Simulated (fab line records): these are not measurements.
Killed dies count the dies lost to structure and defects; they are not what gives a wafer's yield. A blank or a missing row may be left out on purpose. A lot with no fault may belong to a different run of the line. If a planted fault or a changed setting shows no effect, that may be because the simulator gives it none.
Matching of chambers + flow nand-harc + NHARC_A_CONTACT_DEP_85 on pecvd-01 has 3 sister chambers
The step deposits SiON, target thk 60 nm. 16 wafers are shown with their chamber, then 8 later ones without.

## WAFERS WITH THEIR CHAMBER
| wafer  | chamber | heater-power-w (W) |
|--------|---------|--------------------|
| L075.1 | 1       | 683                |
| L075.2 | 0       | 860                |
| L075.4 | 0       | 856                |
| L076.2 | 2       | 679                |
| L076.4 | 1       | 770                |
| L076.5 | 2       | 687                |
| L077.1 | 2       | 724                |
| L077.5 | 1       | 806                |
| L077.6 | 2       | 726                |
| L083.2 | 0       | 816                |
| L083.4 | 1       | 804                |
| L083.6 | 2       | 630                |
| L082.2 | 1       | 743                |
| L082.4 | 1       | 747                |
| L082.5 | 2       | 622                |
| L091.2 | 0       | 820                |

SIGNATURES (means of the wafers above)
| reading        | chamber 0 | chamber 1 | chamber 2 | scatter within a chamber |
|----------------|-----------|-----------|-----------|--------------------------|
| heater-power-w | 838.00    | 758.83    | 678.00    | 41.2                     |
Rule: for a wafer and a chamber, the distance is found by dividing, reading by reading, the gap between the wafer's reading and the chamber's mean by the reading's scatter, squaring, summing and taking the root. If the next closest chamber is less than 2 further off than the closest, the wafer can't be placed; otherwise it belongs to the closest. The scatter is the square root of a quotient: the sum, over the shown wafers, of each reading's squared deviation from its chamber's mean, divided by wafers minus chambers.

## WAFERS MISSING THEIR CHAMBER
| wafer  | heater-power-w (W) |
|--------|--------------------|
| L091.4 | 838                |
| L091.6 | 707                |
| L093.1 | 852                |
| L093.2 | 800                |
| L093.4 | 813                |
| L095.3 | 798                |
| L095.5 | 807                |
| L095.6 | 882                |

## THE CHAMBER EACH PASSED THROUGH
| wafer  | from the rows above          | in truth |
|--------|------------------------------|----------|
| L091.4 | can't be placed: 0 or 1      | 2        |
| L091.6 | can't be placed: 2 or 1      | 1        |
| L093.1 | can't be placed: 0 or 1      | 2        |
| L093.2 | can't be placed: 0 or 1      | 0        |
| L093.4 | can't be placed: 0 or 1      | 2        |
| L095.3 | can't be placed: 1 or 0 or 2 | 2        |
| L095.5 | can't be placed: 0 or 1      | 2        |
| L095.6 | can't be placed: 0 or 1      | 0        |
Correctly placed: 0 of 8. Cannot be placed on the basis of these rows: 8; the candidates contain the true chamber in 4. 0 placed wrongly.
